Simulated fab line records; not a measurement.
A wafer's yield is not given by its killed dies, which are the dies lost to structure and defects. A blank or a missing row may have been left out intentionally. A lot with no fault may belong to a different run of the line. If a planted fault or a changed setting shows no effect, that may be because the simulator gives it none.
Chamber matching	flow n5Finfet	3 sister chambers for N5_BEOL_M11_STRIP_36 on rieDiel-01
The step strips in N2/H2. 6 wafers are shown with their chamber, then 6 later ones without.

WAFERS PAIRED WITH THEIR CHAMBERS
wafer	chamber	showerheadPlenumPTorr (Torr)	oesProductAu (a.u.)
L084.5	3	2.44	0.72
L085.2	2	2.50	0.99
L083.1	2	2.50	0.99
L083.3	0	2.55	0.78
L083.5	0	2.55	0.79
L089.1	3	2.43	0.71

WAFERS MISSING THEIR CHAMBER
wafer	showerheadPlenumPTorr (Torr)	oesProductAu (a.u.)
L089.2	2.55	0.79
L089.5	2.43	0.74
L094.1	2.55	0.77
L094.2	2.43	0.72
L096.2	2.43	0.70
L096.3	2.54	0.77

THE CHAMBER EACH PASSED THROUGH
wafer	from the rows above	in truth
L089.2	0	0
L089.5	3	3
L094.1	0	0
L094.2	3	3
L096.2	3	3
L096.3	0	0
Correctly placed: 6 of 6. Can't be placed from these rows: 0. 0 placed wrongly.
How it was worked out, from the rows above alone: a wafer's distance from a chamber is the root of the sum, over the readings, of the square of ((its reading less the chamber's mean) divided by the reading's scatter). If the next closest chamber is less than 2 further off than the closest, the wafer can't be placed; otherwise it belongs to the closest. The mean given for a chamber averages the wafers shown for that chamber. The scatter: take each reading less its chamber's mean, square it, sum over the shown wafers, divide by the number of wafers less the number of chambers, and take the root.
